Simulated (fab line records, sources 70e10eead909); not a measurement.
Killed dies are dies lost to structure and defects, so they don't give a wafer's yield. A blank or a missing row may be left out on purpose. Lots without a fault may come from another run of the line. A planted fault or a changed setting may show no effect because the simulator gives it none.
Chamber matching | flow nand_harc | NHARC_THIN_TSV_DEP_43 on pecvd-01: 3 sister chambers
The step deposits SiO2, target thk 1328.5 nm. 27 wafers are shown with their chamber, then 12 later ones without.

WAFERS WITH THEIR CHAMBER
wafer  | chamber | throttle_valve_pct (%)
L079.2 | 0       | 15.4
L079.5 | 1       | 15.4
L079.6 | 2       | 16.4
L076.1 | 2       | 16.4
L076.4 | 2       | 16.4
L076.6 | 1       | 15.2
L080.3 | 1       | 15.4
L080.4 | 1       | 15.5
L080.5 | 0       | 15.0
L084.1 | 1       | 15.4
L084.3 | 0       | 15.6
L084.4 | 1       | 15.4
L082.1 | 1       | 15.3
L082.5 | 0       | 15.5
L082.6 | 1       | 15.3
L081.2 | 1       | 15.2
L081.5 | 1       | 15.5
L081.6 | 0       | 15.6
L086.1 | 1       | 15.5
L086.2 | 2       | 16.8
L086.3 | 0       | 15.4
L090.4 | 2       | 16.3
L090.5 | 0       | 15.4
L090.6 | 1       | 15.3
L087.1 | 2       | 16.3
L087.4 | 1       | 15.6
L087.6 | 0       | 15.3

SIGNATURES (means of the wafers above)
reading            | chamber 0 | chamber 1 | chamber 2 | scatter within a chamber
throttle_valve_pct | 15.400    | 15.385    | 16.433    | 0.159
Rule: a wafer's distance from a chamber is the root of the sum, over the readings, of the square of ((its reading less the chamber's mean) divided by the reading's scatter). The wafer belongs to the nearest chamber; if the next one is less than 2 further off, it can't be placed. The scatter: the root of (the sum of the squares of (reading less its chamber's mean) over the shown wafers, divided by (wafers less chambers)).

WAFERS WITHOUT THEIR CHAMBER
wafer  | throttle_valve_pct (%)
L089.1 | 16.5
L089.3 | 15.4
L089.6 | 15.4
L092.2 | 15.5
L092.5 | 16.5
L092.6 | 15.5
L095.1 | 15.4
L095.2 | 16.7
L095.4 | 15.3
L097.1 | 16.4
L097.4 | 16.4
L097.5 | 15.4

WHICH CHAMBER EACH WENT THROUGH
wafer  | from the rows above     | in truth
L089.1 | 2                       | 2
L089.3 | can't be placed: 0 or 1 | 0
L089.6 | can't be placed: 0 or 1 | 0
L092.2 | can't be placed: 0 or 1 | 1
L092.5 | 2                       | 2
L092.6 | can't be placed: 0 or 1 | 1
L095.1 | can't be placed: 0 or 1 | 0
L095.2 | 2                       | 2
L095.4 | can't be placed: 1 or 0 | 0
L097.1 | 2                       | 2
L097.4 | 2                       | 2
L097.5 | can't be placed: 0 or 1 | 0
Placed correctly: 5 of 12. Can't be placed from these rows: 7 (the true chamber is among the candidates in 7). Placed wrongly: 0.
